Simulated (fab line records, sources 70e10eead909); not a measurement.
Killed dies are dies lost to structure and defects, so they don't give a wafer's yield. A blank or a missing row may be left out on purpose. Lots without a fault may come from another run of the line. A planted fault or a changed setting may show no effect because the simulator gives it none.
Chamber matching | flow nand_harc | NHARC_A_CHANNEL_FILL_D1_ALD_02 on ald_hk-01: 4 sister chambers
The step deposits SiO2, target thk 6 nm, pulse time 10 s, ald cycles 60. 20 wafers are shown with their chamber, then 10 later ones without.

WAFERS WITH THEIR CHAMBER
wafer  | chamber | heater_power_w (W) | heater_power_outer_w (W) | precursor_pulse_height_rel
L075.1 | 1       | 445                | 228                      | 1.041
L075.2 | 3       | 408                | 244                      | 0.987
L075.5 | 1       | 438                | 225                      | 0.983
L076.1 | 3       | 425                | 241                      | 1.025
L076.2 | 2       | 450                | 248                      | 0.999
L076.6 | 3       | 421                | 247                      | 1.019
L081.2 | 2       | 469                | 250                      | 1.025
L081.3 | 3       | 422                | 248                      | 1.008
L081.6 | 2       | 453                | 250                      | 1.008
L079.4 | 3       | 420                | 255                      | 0.993
L079.5 | 3       | 432                | 242                      | 1.000
L079.6 | 0       | 463                | 221                      | 0.979
L085.1 | 3       | 428                | 244                      | 0.967
L085.2 | 2       | 462                | 241                      | 0.981
L085.6 | 1       | 444                | 233                      | 0.993
L089.2 | 3       | 432                | 249                      | 0.979
L089.4 | 1       | 455                | 227                      | 1.030
L089.5 | 2       | 461                | 243                      | 0.997
L090.1 | 0       | 464                | 233                      | 0.985
L090.2 | 3       | 419                | 242                      | 0.993

SIGNATURES (means of the wafers above)
reading                    | chamber 0 | chamber 1 | chamber 2 | chamber 3 | scatter within a chamber
heater_power_w             | 463.50    | 445.50    | 459.00    | 423.00    | 7.18
heater_power_outer_w       | 227.00    | 228.25    | 246.40    | 245.78    | 4.58
precursor_pulse_height_rel | 0.98200   | 1.01175   | 1.00200   | 0.99678   | 0.0197
Rule: a wafer's distance from a chamber is the root of the sum, over the readings, of the square of ((its reading less the chamber's mean) divided by the reading's scatter). The wafer belongs to the nearest chamber; if the next one is less than 2 further off, it can't be placed. The scatter: the root of (the sum of the squares of (reading less its chamber's mean) over the shown wafers, divided by (wafers less chambers)).

WAFERS WITHOUT THEIR CHAMBER
wafer  | heater_power_w (W) | heater_power_outer_w (W) | precursor_pulse_height_rel
L090.6 | 459                | 231                      | 0.985
L091.4 | 446                | 222                      | 0.979
L091.5 | 466                | 247                      | 0.972
L091.6 | 424                | 245                      | 0.978
L093.1 | 457                | 223                      | 0.994
L093.2 | 435                | 232                      | 1.001
L093.6 | 465                | 247                      | 1.024
L094.1 | 466                | 246                      | 0.989
L094.3 | 454                | 220                      | 1.035
L094.6 | 479                | 240                      | 1.028

WHICH CHAMBER EACH WENT THROUGH
wafer  | from the rows above     | in truth
L090.6 | can't be placed: 0 or 1 | 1
L091.4 | can't be placed: 1 or 0 | 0
L091.5 | 2                       | 2
L091.6 | 3                       | 3
L093.1 | can't be placed: 0 or 1 | 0
L093.2 | can't be placed: 1 or 3 | 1
L093.6 | 2                       | 2
L094.1 | 2                       | 2
L094.3 | can't be placed: 1 or 0 | 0
L094.6 | can't be placed: 2 or 0 | 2
Placed correctly: 4 of 10. Can't be placed from these rows: 6 (the true chamber is among the candidates in 6). Placed wrongly: 0.
